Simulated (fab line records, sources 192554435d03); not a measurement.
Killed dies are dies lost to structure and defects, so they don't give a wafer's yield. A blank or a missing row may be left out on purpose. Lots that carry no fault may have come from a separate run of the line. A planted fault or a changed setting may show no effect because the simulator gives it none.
What tool caused it? :: flow n5_finfet :: 24 lots with 72 wafers sampled at 5 steps, on a route of 1938 steps

## WHAT EACH GAUGE READ, for each wafer
N5_BEOL_M11_CD_MEAS_11 targets a cd of 64.1 nm.
lot: L074
measured: day 10 13:53
on: cd_sem-02
cd_nm (nm): 62.8 63.9 63.7

lot: L077
measured: day 10 17:04
on: cd_sem-01
cd_nm (nm): 64.1 64.5 63.7

lot: L075
measured: day 10 17:10
on: cd_sem-02
cd_nm (nm): 65.7 64.6 65.2

lot: L076
measured: day 11 02:17
on: cd_sem-02
cd_nm (nm): 63.4 64.4 64.0

lot: L079
measured: day 11 14:01
on: cd_sem-03
cd_nm (nm): 64.6 64.4 64.1

lot: L078
measured: day 11 15:51
on: cd_sem-02
cd_nm (nm): 64.1 63.9 63.7

lot: L080
measured: day 12 02:03
on: cd_sem-03
cd_nm (nm): 64.8 63.3 63.9

lot: L081
measured: day 12 07:08
on: cd_sem-02
cd_nm (nm): 64.9 64.4 64.3

lot: L082
measured: day 12 22:41
on: cd_sem-02
cd_nm (nm): 63.6 63.8 64.6

lot: L083
measured: day 13 04:28
on: cd_sem-02
cd_nm (nm): 63.3 63.3 63.0

lot: L084
measured: day 13 04:38
on: cd_sem-01
cd_nm (nm): 63.7 63.3 63.8

lot: L085
measured: day 13 15:37
on: cd_sem-02
cd_nm (nm): 63.7 64.3 63.5

lot: L086
measured: day 13 19:04
on: cd_sem-03
cd_nm (nm): 63.6 64.6 63.6

lot: L089
measured: day 14 02:29
on: cd_sem-01
cd_nm (nm): 64.3 63.3 63.9

lot: L088
measured: day 14 05:40
on: cd_sem-03
cd_nm (nm): 63.5 63.9 63.6

lot: L087
measured: day 14 06:08
on: cd_sem-01
cd_nm (nm): 63.4 64.2 63.9

lot: L090
measured: day 14 21:48
on: cd_sem-01
cd_nm (nm): 63.5 63.3 63.4

lot: L092
measured: day 15 06:20
on: cd_sem-01
cd_nm (nm): 64.2 64.9 64.0

lot: L093
measured: day 15 06:11
on: cd_sem-01
cd_nm (nm): 64.5 65.0 64.9

lot: L094
measured: day 15 14:59
on: cd_sem-01
cd_nm (nm): 64.2 63.6 64.0

lot: L095
measured: day 15 23:52
on: cd_sem-01
cd_nm (nm): 64.5 63.5 64.4

lot: L097
measured: day 16 05:01
on: cd_sem-03
cd_nm (nm): 64.7 64.0 63.8

lot: L096
measured: day 16 05:11
on: cd_sem-01
cd_nm (nm): 63.8 62.6 63.9

lot: L091
measured: day 16 21:09
on: cd_sem-03
cd_nm (nm): 64.9 64.0 64.5

N5_BEOL_M12_CD_MEAS_10 targets a cd of 140 nm.
lot: L074
measured: day 10 19:40
on: cd_sem-01
cd_nm (nm): 137.7 135.2 137.0

lot: L077
measured: day 10 21:49
on: cd_sem-01
cd_nm (nm): 140.9 145.0 141.8

lot: L075
measured: day 10 21:57
on: cd_sem-02
cd_nm (nm): 137.0 139.2 142.9

lot: L076
measured: day 11 11:33
on: cd_sem-03
cd_nm (nm): 138.0 136.5 138.2

lot: L079
measured: day 11 20:05
on: cd_sem-03
cd_nm (nm): 143.7 137.3 141.3

lot: L078
measured: day 11 21:44
on: cd_sem-02
cd_nm (nm): 137.6 137.7 137.2

lot: L080
measured: day 12 07:58
on: cd_sem-02
cd_nm (nm): 138.1 139.2 138.1

lot: L081
measured: day 12 14:24
on: cd_sem-03
cd_nm (nm): 142.3 142.9 139.9

lot: L082
measured: day 13 05:35
on: cd_sem-03
cd_nm (nm): 139.5 139.3 138.6

lot: L083
measured: day 13 08:53
on: cd_sem-01
cd_nm (nm): 137.6 138.6 138.4

lot: L084
measured: day 13 09:53
on: cd_sem-02
cd_nm (nm): 140.6 138.8 136.6

lot: L085
measured: day 13 23:11
on: cd_sem-01
cd_nm (nm): 140.6 142.5 140.1

lot: L086
measured: day 14 02:58
on: cd_sem-03
cd_nm (nm): 139.3 141.9 141.1

lot: L089
measured: day 14 08:41
on: cd_sem-02
cd_nm (nm): 140.6 136.2 138.7

lot: L088
measured: day 14 12:25
on: cd_sem-01
cd_nm (nm): 136.7 135.6 139.2

lot: L087
measured: day 14 15:31
on: cd_sem-01
cd_nm (nm): 138.6 140.4 142.0

lot: L090
measured: day 15 05:16
on: cd_sem-03
cd_nm (nm): 140.6 140.0 138.1

lot: L092
measured: day 15 13:17
on: cd_sem-01
cd_nm (nm): 137.2 141.9 140.2

lot: L093
measured: day 15 12:38
on: cd_sem-02
cd_nm (nm): 140.7 138.9 137.5

lot: L094
measured: day 15 21:04
on: cd_sem-03
cd_nm (nm): 138.1 137.9 144.0

lot: L095
measured: day 16 06:13
on: cd_sem-03
cd_nm (nm): 137.7 139.0 141.8

lot: L097
measured: day 16 09:55
on: cd_sem-01
cd_nm (nm): 140.0 140.1 140.2

lot: L096
measured: day 16 10:13
on: cd_sem-03
cd_nm (nm): 138.5 140.6 143.7

lot: L091
measured: day 17 04:41
on: cd_sem-01
cd_nm (nm): 143.1 140.9 140.1

## EACH LOT AND THE TOOL THAT RAN IT (in order: tool; ch and the chambers of the sampled wafers; start)
lot: L074
N5_BEOL_M10_CMP_52: cmp-03 ch 0,1,3, day 10 12:15
N5_BEOL_M10_DEP_56: pecvd-04 ch 0,1, day 10 12:37
N5_BEOL_M11_PECVD_70: pecvd-01 ch 0,1, day 10 13:23

lot: L077
N5_BEOL_M10_CMP_52: cmp-03 ch 0,2,3, day 10 15:01
N5_BEOL_M10_DEP_56: pecvd-01 ch 0,1, day 10 15:20
N5_BEOL_M11_PECVD_70: pecvd-03 ch 0,2, day 10 16:07

lot: L075
N5_BEOL_M10_CMP_52: cmp-02 ch 0,1,3, day 10 15:11
N5_BEOL_M10_DEP_56: pecvd-02 ch 0,1,2, day 10 15:28
N5_BEOL_M11_PECVD_70: pecvd-02 ch 0,1, day 10 16:14

lot: L076
N5_BEOL_M10_CMP_52: cmp-01 ch 1,2,3, day 10 22:58
N5_BEOL_M10_DEP_56: pecvd-04 ch 0, day 10 23:23
N5_BEOL_M11_PECVD_70: pecvd-02 ch 0,1,2, day 11 00:13

lot: L079
N5_BEOL_M10_CMP_52: cmp-01 ch 1,2,3, day 11 09:53
N5_BEOL_M10_DEP_56: pecvd-01 ch 1,2, day 11 10:16
N5_BEOL_M11_PECVD_70: pecvd-02 ch 0,1, day 11 11:12

lot: L078
N5_BEOL_M10_CMP_52: cmp-02 ch 0,1, day 11 13:46
N5_BEOL_M10_DEP_56: pecvd-02 ch 0,2, day 11 14:08
N5_BEOL_M11_PECVD_70: pecvd-01 ch 0,1, day 11 14:55

lot: L080
N5_BEOL_M10_CMP_52: cmp-01 ch 0,3, day 11 20:52
N5_BEOL_M10_DEP_56: pecvd-04 ch 0,1,2, day 11 21:11
N5_BEOL_M11_PECVD_70: pecvd-03 ch 0,1,2, day 11 22:35

lot: L081
N5_BEOL_M10_CMP_52: cmp-01 ch 0,1,2, day 12 04:35
N5_BEOL_M10_DEP_56: pecvd-04 ch 0,2, day 12 04:57
N5_BEOL_M11_PECVD_70: pecvd-03 ch 0,1, day 12 06:13

lot: L082
N5_BEOL_M10_CMP_52: cmp-03 ch 0,3, day 12 20:53
N5_BEOL_M10_DEP_56: pecvd-02 ch 0,1,2, day 12 21:15
N5_BEOL_M11_PECVD_70: pecvd-02 ch 1,2, day 12 22:01

lot: L083
N5_BEOL_M10_CMP_52: cmp-02 ch 0,2,3, day 13 02:13
N5_BEOL_M10_DEP_56: pecvd-02 ch 0,2, day 13 02:34
N5_BEOL_M11_PECVD_70: pecvd-01 ch 0,1, day 13 03:20

lot: L084
N5_BEOL_M10_CMP_52: cmp-03 ch 0,1,2, day 13 02:29
N5_BEOL_M10_DEP_56: pecvd-04 ch 0,2, day 13 02:46
N5_BEOL_M11_PECVD_70: pecvd-03 ch 1,2, day 13 03:32

lot: L085
N5_BEOL_M10_CMP_52: cmp-02 ch 1,2,3, day 13 12:48
N5_BEOL_M10_DEP_56: pecvd-04 ch 0,2, day 13 13:10
N5_BEOL_M11_PECVD_70: pecvd-01 ch 0,1, day 13 13:56

lot: L086
N5_BEOL_M10_CMP_52: cmp-01 ch 0,2,3, day 13 17:06
N5_BEOL_M10_DEP_56: pecvd-01 ch 0,1,2, day 13 17:28
N5_BEOL_M11_PECVD_70: pecvd-02 ch 0, day 13 18:15

lot: L089
N5_BEOL_M10_CMP_52: cmp-02 ch 1,2, day 13 23:58
N5_BEOL_M10_DEP_56: pecvd-01 ch 0,1, day 14 00:18
N5_BEOL_M11_PECVD_70: pecvd-01 ch 0,1,2, day 14 01:11

lot: L088
N5_BEOL_M10_CMP_52: cmp-02 ch 0,3, day 14 02:24
N5_BEOL_M10_DEP_56: pecvd-02 ch 1,2, day 14 02:46
N5_BEOL_M11_PECVD_70: pecvd-02 ch 0,2, day 14 03:34

lot: L087
N5_BEOL_M10_CMP_52: cmp-03 ch 0,2,3, day 14 03:44
N5_BEOL_M10_DEP_56: pecvd-01 ch 0,1, day 14 04:01
N5_BEOL_M11_PECVD_70: pecvd-01 ch 1,2, day 14 04:46

lot: L090
N5_BEOL_M10_CMP_52: cmp-01 ch 1,3, day 14 19:21
N5_BEOL_M10_DEP_56: pecvd-01 ch 0,1, day 14 19:43
N5_BEOL_M11_PECVD_70: pecvd-03 ch 0,1, day 14 20:29

lot: L092
N5_BEOL_M10_CMP_52: cmp-03 ch 0,1,2, day 15 02:32
N5_BEOL_M10_DEP_56: pecvd-01 ch 0,2, day 15 02:53
N5_BEOL_M11_PECVD_70: pecvd-01 ch 0,1, day 15 04:08

lot: L093
N5_BEOL_M10_CMP_52: cmp-02 ch 1,2,3, day 15 02:55
N5_BEOL_M10_DEP_56: pecvd-04 ch 0,2, day 15 03:09
N5_BEOL_M11_PECVD_70: pecvd-02 ch 1,2, day 15 03:55

lot: L094
N5_BEOL_M10_CMP_52: cmp-01 ch 0,1,2, day 15 12:22
N5_BEOL_M10_DEP_56: pecvd-04 ch 0,1, day 15 12:39
N5_BEOL_M11_PECVD_70: pecvd-03 ch 0,1,2, day 15 13:53

lot: L095
N5_BEOL_M10_CMP_52: cmp-03 ch 1,2,3, day 15 21:30
N5_BEOL_M10_DEP_56: pecvd-01 ch 0,1,2, day 15 21:47
N5_BEOL_M11_PECVD_70: pecvd-03 ch 0,1, day 15 22:32

lot: L097
N5_BEOL_M10_CMP_52: cmp-01 ch 0,1, day 16 01:44
N5_BEOL_M10_DEP_56: pecvd-04 ch 0,1, day 16 02:04
N5_BEOL_M11_PECVD_70: pecvd-01 ch 0,1, day 16 03:11

lot: L096
N5_BEOL_M10_CMP_52: cmp-03 ch 0,3, day 16 01:55
N5_BEOL_M10_DEP_56: pecvd-02 ch 0,1,2, day 16 02:14
N5_BEOL_M11_PECVD_70: pecvd-01 ch 0,1,2, day 16 03:40

lot: L091
N5_BEOL_M10_CMP_52: cmp-01 ch 0,2, day 16 17:55
N5_BEOL_M10_DEP_56: pecvd-02 ch 1,2, day 16 18:16
N5_BEOL_M11_PECVD_70: pecvd-02 ch 0,2, day 16 19:02
- N5_BEOL_M10_CMP_52: polishes, stops on SiCOH lowk, t overpolish 7 s, target thk 140 nm.
- N5_BEOL_M10_DEP_56: deposits SiCN from 3MS/NH3, target thk 15 nm, time 26.5 s.
- N5_BEOL_M11_PECVD_70: deposits SiO2 from TEOS/O2, target thk 20 nm, time 22.7 s.

## AS READ BY THE TOOLS THEMSELVES (means over the sampled wafers that have a number; for cases with no such wafer, the mark the record gives instead)
N5_BEOL_M10_CMP_52.
lot: L074
tool: cmp-03
barrier_field_endpoint_s (s): 28.5
motor_current_A (A): 5.9
overpolish_run_s (s): 7.002
slurry_filter_dp_kPa (kPa): 13.55
time_to_endpoint_s (s): 65.2

lot: L077
tool: cmp-03
barrier_field_endpoint_s (s): 29.4
motor_current_A (A): 5.8
overpolish_run_s (s): 6.994
slurry_filter_dp_kPa (kPa): 13.36
time_to_endpoint_s (s): 67.5

lot: L075
tool: cmp-02
barrier_field_endpoint_s (s): 28.6
motor_current_A (A): 6.2
overpolish_run_s (s): 7.002
slurry_filter_dp_kPa (kPa): 13.64
time_to_endpoint_s (s): 61.0

lot: L076
tool: cmp-01
barrier_field_endpoint_s (s): 28.5
motor_current_A (A): 5.8
overpolish_run_s (s): 7.000
slurry_filter_dp_kPa (kPa): 13.43
time_to_endpoint_s (s): 63.3

lot: L079
tool: cmp-01
barrier_field_endpoint_s (s): 28.5
motor_current_A (A): 6.1
overpolish_run_s (s): 7.007
slurry_filter_dp_kPa (kPa): 13.50
time_to_endpoint_s (s): 66.0

lot: L078
tool: cmp-02
barrier_field_endpoint_s (s): 29.6
motor_current_A (A): 6.3
overpolish_run_s (s): 6.994
slurry_filter_dp_kPa (kPa): 13.39
time_to_endpoint_s (s): 64.5

lot: L080
tool: cmp-01
barrier_field_endpoint_s (s): 29.2
motor_current_A (A): 6.4
overpolish_run_s (s): 7.002
slurry_filter_dp_kPa (kPa): 13.51
time_to_endpoint_s (s): 65.8

lot: L081
tool: cmp-01
barrier_field_endpoint_s (s): 28.7
motor_current_A (A): 6.5
overpolish_run_s (s): 7.000
slurry_filter_dp_kPa (kPa): 13.47
time_to_endpoint_s (s): 66.6

lot: L082
tool: cmp-03
barrier_field_endpoint_s (s): 28.6
motor_current_A (A): 5.8
overpolish_run_s (s): 6.995
slurry_filter_dp_kPa (kPa): 13.45
time_to_endpoint_s (s): 63.7

lot: L083
tool: cmp-02
barrier_field_endpoint_s (s): 29.2
motor_current_A (A): 6.1
overpolish_run_s (s): 6.998
slurry_filter_dp_kPa (kPa): 13.57
time_to_endpoint_s (s): 65.2

lot: L084
tool: cmp-03
barrier_field_endpoint_s (s): 28.8
motor_current_A (A): 6.2
overpolish_run_s (s): 7.000
slurry_filter_dp_kPa (kPa): 13.51
time_to_endpoint_s (s): 67.6

lot: L085
tool: cmp-02
barrier_field_endpoint_s (s): 28.7
motor_current_A (A): 6.3
overpolish_run_s (s): 6.993
slurry_filter_dp_kPa (kPa): 13.53
time_to_endpoint_s (s): 61.8

lot: L086
tool: cmp-01
barrier_field_endpoint_s (s): 28.7
motor_current_A (A): 6.5
overpolish_run_s (s): 7.004
slurry_filter_dp_kPa (kPa): 13.42
time_to_endpoint_s (s): 64.3

lot: L089
tool: cmp-02
barrier_field_endpoint_s (s): 29.0
motor_current_A (A): 6.8
overpolish_run_s (s): 6.995
slurry_filter_dp_kPa (kPa): 13.56
time_to_endpoint_s (s): 65.5

lot: L088
tool: cmp-02
barrier_field_endpoint_s (s): 27.8
motor_current_A (A): 5.9
overpolish_run_s (s): 7.001
slurry_filter_dp_kPa (kPa): 13.52
time_to_endpoint_s (s): 61.0

lot: L087
tool: cmp-03
barrier_field_endpoint_s (s): 29.5
motor_current_A (A): 6.0
overpolish_run_s (s): 6.993
slurry_filter_dp_kPa (kPa): 13.62
time_to_endpoint_s (s): 67.1

lot: L090
tool: cmp-01
barrier_field_endpoint_s (s): 28.9
motor_current_A (A): 5.3
overpolish_run_s (s): 7.005
slurry_filter_dp_kPa (kPa): 13.49
time_to_endpoint_s (s): 65.2

lot: L092
tool: cmp-03
barrier_field_endpoint_s (s): 28.8
motor_current_A (A): 6.2
overpolish_run_s (s): 7.003
slurry_filter_dp_kPa (kPa): 13.63
time_to_endpoint_s (s): 67.0

lot: L093
tool: cmp-02
barrier_field_endpoint_s (s): 29.0
motor_current_A (A): 6.3
overpolish_run_s (s): 7.003
slurry_filter_dp_kPa (kPa): 13.55
time_to_endpoint_s (s): 63.4

lot: L094
tool: cmp-01
barrier_field_endpoint_s (s): 28.9
motor_current_A (A): 6.6
overpolish_run_s (s): 6.988
slurry_filter_dp_kPa (kPa): 13.50
time_to_endpoint_s (s): 66.3

lot: L095
tool: cmp-03
barrier_field_endpoint_s (s): 28.9
motor_current_A (A): 5.9
overpolish_run_s (s): 7.002
slurry_filter_dp_kPa (kPa): 13.45
time_to_endpoint_s (s): 67.4

lot: L097
tool: cmp-01
barrier_field_endpoint_s (s): 28.7
motor_current_A (A): 5.6
overpolish_run_s (s): 6.989
slurry_filter_dp_kPa (kPa): 13.52
time_to_endpoint_s (s): 62.5

lot: L096
tool: cmp-03
barrier_field_endpoint_s (s): 29.0
motor_current_A (A): 5.7
overpolish_run_s (s): 6.998
slurry_filter_dp_kPa (kPa): 13.52
time_to_endpoint_s (s): 64.7

lot: L091
tool: cmp-01
barrier_field_endpoint_s (s): 29.9
motor_current_A (A): 7.1
overpolish_run_s (s): 6.999
slurry_filter_dp_kPa (kPa): 13.49
time_to_endpoint_s (s): 67.8

N5_BEOL_M10_DEP_56.
lot: L074
tool: pecvd-04
showerhead_plenum_p_Torr (Torr): 3.659
throttle_valve_pct (%): 9.1

lot: L077
tool: pecvd-01
showerhead_plenum_p_Torr (Torr): 3.658
throttle_valve_pct (%): 9.2

lot: L075
tool: pecvd-02
showerhead_plenum_p_Torr (Torr): 3.669
throttle_valve_pct (%): 9.4

lot: L076
tool: pecvd-04
showerhead_plenum_p_Torr (Torr): 3.651
throttle_valve_pct (%): 9.4

lot: L079
tool: pecvd-01
showerhead_plenum_p_Torr (Torr): 3.657
throttle_valve_pct (%): 9.0

lot: L078
tool: pecvd-02
showerhead_plenum_p_Torr (Torr): 3.672
throttle_valve_pct (%): 8.9

lot: L080
tool: pecvd-04
showerhead_plenum_p_Torr (Torr): 3.666
throttle_valve_pct (%): 8.9

lot: L081
tool: pecvd-04
showerhead_plenum_p_Torr (Torr): 3.660
throttle_valve_pct (%): 8.8

lot: L082
tool: pecvd-02
showerhead_plenum_p_Torr (Torr): 3.667
throttle_valve_pct (%): 9.2

lot: L083
tool: pecvd-02
showerhead_plenum_p_Torr (Torr): 3.660
throttle_valve_pct (%): 9.4

lot: L084
tool: pecvd-04
showerhead_plenum_p_Torr (Torr): 3.659
throttle_valve_pct (%): 9.0

lot: L085
tool: pecvd-04
showerhead_plenum_p_Torr (Torr): 3.660
throttle_valve_pct (%): 9.1

lot: L086
tool: pecvd-01
showerhead_plenum_p_Torr (Torr): 3.665
throttle_valve_pct (%): 8.9

lot: L089
tool: pecvd-01
showerhead_plenum_p_Torr (Torr): 3.655
throttle_valve_pct (%): 9.0

lot: L088
tool: pecvd-02
showerhead_plenum_p_Torr (Torr): 3.664
throttle_valve_pct (%): 9.7

lot: L087
tool: pecvd-01
showerhead_plenum_p_Torr (Torr): 3.666
throttle_valve_pct (%): 9.2

lot: L090
tool: pecvd-01
showerhead_plenum_p_Torr (Torr): 3.661
throttle_valve_pct (%): 9.2

lot: L092
tool: pecvd-01
showerhead_plenum_p_Torr (Torr): 3.674
throttle_valve_pct (%): 8.6

lot: L093
tool: pecvd-04
showerhead_plenum_p_Torr (Torr): 3.662
throttle_valve_pct (%): 8.7

lot: L094
tool: pecvd-04
showerhead_plenum_p_Torr (Torr): 3.662
throttle_valve_pct (%): 8.9

lot: L095
tool: pecvd-01
showerhead_plenum_p_Torr (Torr): 3.665
throttle_valve_pct (%): 8.7

lot: L097
tool: pecvd-04
showerhead_plenum_p_Torr (Torr): 3.670
throttle_valve_pct (%): 8.9

lot: L096
tool: pecvd-02
showerhead_plenum_p_Torr (Torr): 3.672
throttle_valve_pct (%): 9.4

lot: L091
tool: pecvd-02
showerhead_plenum_p_Torr (Torr): 3.663
throttle_valve_pct (%): 9.7

N5_BEOL_M11_PECVD_70.
lot: L074
tool: pecvd-01
heater_power_w (W): 797
showerhead_plenum_p_Torr (Torr): 8.73
throttle_valve_pct (%): 22.5

lot: L077
tool: pecvd-03
heater_power_w (W): 804
showerhead_plenum_p_Torr (Torr): 8.75
throttle_valve_pct (%): 21.3

lot: L075
tool: pecvd-02
heater_power_w (W): 708
showerhead_plenum_p_Torr (Torr): 8.84
throttle_valve_pct (%): 22.9

lot: L076
tool: pecvd-02
heater_power_w (W): 659
showerhead_plenum_p_Torr (Torr): 8.81
throttle_valve_pct (%): 23.1

lot: L079
tool: pecvd-02
heater_power_w (W): 678
showerhead_plenum_p_Torr (Torr): 8.86
throttle_valve_pct (%): 23.1

lot: L078
tool: pecvd-01
heater_power_w (W): 820
showerhead_plenum_p_Torr (Torr): 8.73
throttle_valve_pct (%): 22.4

lot: L080
tool: pecvd-03
heater_power_w (W): 806
showerhead_plenum_p_Torr (Torr): 8.76
throttle_valve_pct (%): 22.1

lot: L081
tool: pecvd-03
heater_power_w (W): 784
showerhead_plenum_p_Torr (Torr): 8.77
throttle_valve_pct (%): 22.8

lot: L082
tool: pecvd-02
heater_power_w (W): 670
showerhead_plenum_p_Torr (Torr): 8.81
throttle_valve_pct (%): 24.0

lot: L083
tool: pecvd-01
heater_power_w (W): 692
showerhead_plenum_p_Torr (Torr): 8.77
throttle_valve_pct (%): 22.7

lot: L084
tool: pecvd-03
heater_power_w (W): 828
showerhead_plenum_p_Torr (Torr): 8.79
throttle_valve_pct (%): 22.5

lot: L085
tool: pecvd-01
heater_power_w (W): 765
showerhead_plenum_p_Torr (Torr): 8.77
throttle_valve_pct (%): 22.7

lot: L086
tool: pecvd-02
heater_power_w (W): 804
showerhead_plenum_p_Torr (Torr): 8.84
throttle_valve_pct (%): 21.3

lot: L089
tool: pecvd-01
heater_power_w (W): 768
showerhead_plenum_p_Torr (Torr): 8.79
throttle_valve_pct (%): 21.7

lot: L088
tool: pecvd-02
heater_power_w (W): 729
showerhead_plenum_p_Torr (Torr): 8.75
throttle_valve_pct (%): 23.0

lot: L087
tool: pecvd-01
heater_power_w (W): 818
showerhead_plenum_p_Torr (Torr): 8.75
throttle_valve_pct (%): 22.0

lot: L090
tool: pecvd-03
heater_power_w (W): 786
showerhead_plenum_p_Torr (Torr): 8.76
throttle_valve_pct (%): 23.3

lot: L092
tool: pecvd-01
heater_power_w (W): 791
showerhead_plenum_p_Torr (Torr): 8.78
throttle_valve_pct (%): 22.6

lot: L093
tool: pecvd-02
heater_power_w (W): 746
showerhead_plenum_p_Torr (Torr): 8.76
throttle_valve_pct (%): 24.0

lot: L094
tool: pecvd-03
heater_power_w (W): 825
showerhead_plenum_p_Torr (Torr): 8.77
throttle_valve_pct (%): 22.1

lot: L095
tool: pecvd-03
heater_power_w (W): 819
showerhead_plenum_p_Torr (Torr): 8.78
throttle_valve_pct (%): 23.3

lot: L097
tool: pecvd-01
heater_power_w (W): 812
showerhead_plenum_p_Torr (Torr): 8.75
throttle_valve_pct (%): 22.6

lot: L096
tool: pecvd-01
heater_power_w (W): 749
showerhead_plenum_p_Torr (Torr): 8.77
throttle_valve_pct (%): 22.0

lot: L091
tool: pecvd-02
heater_power_w (W): 790
showerhead_plenum_p_Torr (Torr): 8.75
throttle_valve_pct (%): 23.1

## THE ANSWER, worked out from the rows above alone
Rule: the usual values come from the lots themselves. Put in order of their means at a reading, lots are off if they are a third of the lots or fewer, leave a main group of 4 or more, and stand apart from it by a gap of 3 or more times the standard deviation of the main group's means; of several such gaps the widest counts. The tables above print the reading to a certain number of digits; a main group whose means all agree to those digits is not used. Also off: a lot with no number at a reading for which 4 or more lots have one. The other lots that the step has rows for count as sound. The gauges are gone through in route order, then the tools' own readings, and for those a lot's mean is taken as printed above. At the first step where some lot is off, the reading lying furthest off is the one used; lots without a number count as furthest.
Across all readings shown, no lot is off: no conclusion can be drawn from this.

## WHAT WAS PUT IN BY THE SIMULATOR
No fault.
